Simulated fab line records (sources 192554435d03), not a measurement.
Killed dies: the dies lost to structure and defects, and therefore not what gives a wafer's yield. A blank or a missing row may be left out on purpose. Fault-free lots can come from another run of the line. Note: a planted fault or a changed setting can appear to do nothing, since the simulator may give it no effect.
Which tool is to blame? :: flow n5-finfet :: Sampling: 11 lots, 33 wafers, 2 of 1938 route steps

WHAT THE GAUGES READ, wafer by wafer
N5_SD_EPI_N_EPI_MEAS_23.
lot: L075
measured: day 3 12:51
on: film-metro-01
thk-nm (nm): 59.2 58.8 59.3

lot: L077
measured: day 3 22:55
on: film-metro-01
thk-nm (nm): 60.1 61.6 62.3

lot: L079
measured: day 4 08:53
on: film-metro-01
thk-nm (nm): 58.1 57.0 59.0

lot: L081
measured: day 4 21:38
on: film-metro-02
thk-nm (nm): 59.4 57.5 58.2

lot: L083
measured: day 5 10:56
on: film-metro-02
thk-nm (nm): 60.0 60.9 58.4

lot: L085
measured: day 6 00:50
on: film-metro-02
thk-nm (nm): 60.4 61.2 61.1

lot: L087
measured: day 6 10:07
on: film-metro-02
thk-nm (nm): 58.9 58.8 58.3

lot: L089
measured: day 6 21:50
on: film-metro-01
thk-nm (nm): 60.5 58.7 57.3

lot: L091
measured: day 7 11:32
on: film-metro-01
thk-nm (nm): 59.5 58.4 60.2

lot: L093
measured: day 8 01:00
on: film-metro-02
thk-nm (nm): 59.4 59.9 60.1

lot: L095
measured: day 8 09:53
on: film-metro-01
thk-nm (nm): 58.7 59.6 59.7

EACH LOT AND THE TOOL THAT RAN IT (in order: tool; ch and the chambers of the sampled wafers; start)
lot: L075
N5_SD_EPI_N_ETCH_16: rie-diel-04 ch 0,1,3, day 3 10:04

lot: L077
N5_SD_EPI_N_ETCH_16: rie-diel-03 ch 0,1,3, day 3 19:11

lot: L079
N5_SD_EPI_N_ETCH_16: rie-diel-03 ch 0,3, day 4 06:06

lot: L081
N5_SD_EPI_N_ETCH_16: rie-diel-03 ch 2,3, day 4 18:50

lot: L083
N5_SD_EPI_N_ETCH_16: rie-diel-05 ch 0,1,2, day 5 08:10

lot: L085
N5_SD_EPI_N_ETCH_16: rie-diel-05 ch 1,2, day 5 22:03

lot: L087
N5_SD_EPI_N_ETCH_16: rie-diel-04 ch 2,3, day 6 06:34

lot: L089
N5_SD_EPI_N_ETCH_16: rie-diel-04 ch 0,2, day 6 18:19

lot: L091
N5_SD_EPI_N_ETCH_16: rie-diel-05 ch 2,3, day 7 08:46

lot: L093
N5_SD_EPI_N_ETCH_16: rie-diel-04 ch 0,2,3, day 7 22:13

lot: L095
N5_SD_EPI_N_ETCH_16: rie-diel-04 ch 0,1,3, day 8 07:07
- N5_SD_EPI_N_ETCH_16: etches SiO2 in CHF3/O2, target depth 5 nm.

THE ANSWER, worked out from the rows above alone
Rule: what is usual is taken from the lots themselves. The widest of any qualifying gaps counts: lots, ordered by their means at a reading, are off when they make up no more than a third of the lots, leave a main group of 4 or more, and stand apart from it by 3 or more times the standard deviation of that group's means. A main group is skipped when, at the precision printed for the reading in the tables above, its means are all equal. A lot without any number at a reading at which 4 lots or more have one is off too. The other lots that the step has rows for count as sound.
No lot is off on any of the readings shown, so nothing can be concluded from this.

WHAT HAD BEEN PUT IN BY THE SIMULATOR
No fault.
